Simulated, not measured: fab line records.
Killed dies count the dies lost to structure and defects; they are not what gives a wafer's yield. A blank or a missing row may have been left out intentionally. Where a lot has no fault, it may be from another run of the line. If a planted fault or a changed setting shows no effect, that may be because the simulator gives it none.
Which tool is to blame?	flow n5-finfet	Sampling: 12 lots, 36 wafers, 2 of 1938 route steps

== WHAT THE GAUGES READ, wafer by wafer ==
N5_BEOL_M10_INSPECT_13: inspects for defects (brightfield).
lot	measured	on	raw-defect-count
L077	day 11 08:48	defect-inspect-02	360 410 403
L075	day 11 17:52	defect-inspect-01	515 453 456
L074	day 12 03:38	defect-inspect-01	515 331 519
L082	day 12 13:22	defect-inspect-01	491 447 427
L084	day 13 11:30	defect-inspect-02	333 246 223
L085	day 14 15:25	defect-inspect-02	355 434 346
L087	day 14 19:37	defect-inspect-01	672 332 558
L090	day 15 10:41	defect-inspect-02	347 366 330
L091	day 16 23:18	defect-inspect-01	304 316 478
L092	day 17 12:45	defect-inspect-01	261 329 398
L096	day 17 19:49	defect-inspect-01	451 579 408
L097	day 18 23:59	defect-inspect-02	274 235 309

== EACH LOT AND THE TOOL THAT RAN IT (in order: tool; ch and the chambers of the sampled wafers; start) ==
lot	N5_BEOL_M10_CURE_71
L077	uv-cure-01 ch 2, day 11 06:11
L075	uv-cure-02 ch 1, day 11 15:19
L074	uv-cure-02 ch 1, day 12 02:32
L082	uv-cure-03 ch 2, day 12 11:20
L084	uv-cure-01 ch 0, day 13 10:07
L085	uv-cure-03 ch 1, day 14 13:22
L087	uv-cure-03 ch 1, day 14 17:52
L090	uv-cure-01 ch 0, day 15 07:57
L091	uv-cure-03 ch 1, day 16 20:12
L092	uv-cure-03 ch 0, day 17 09:48
L096	uv-cure-02 ch 2, day 17 16:48
L097	uv-cure-02 ch 0, day 18 20:38
- N5_BEOL_M10_CURE_71: cures SiCOH lowk, time 240 s.

== THE ANSWER, worked out from the rows above alone ==
Rule: the lots themselves supply what counts as usual. The widest of any qualifying gaps counts: lots, ordered by their means at a reading, are off when they make up no more than a third of the lots, leave a main group of 4 or more, and stand apart from it by 3 or more times the standard deviation of that group's means. If all means in a main group match to the digits the tables above print for the reading, that group is not used. Also off: a lot with no number at a reading for which 4 or more lots have one. Any other lot the step has rows for is counted as sound.
None of the lots is off at any reading shown; this tells nothing.

== WHAT THE SIMULATOR HAD INSERTED ==
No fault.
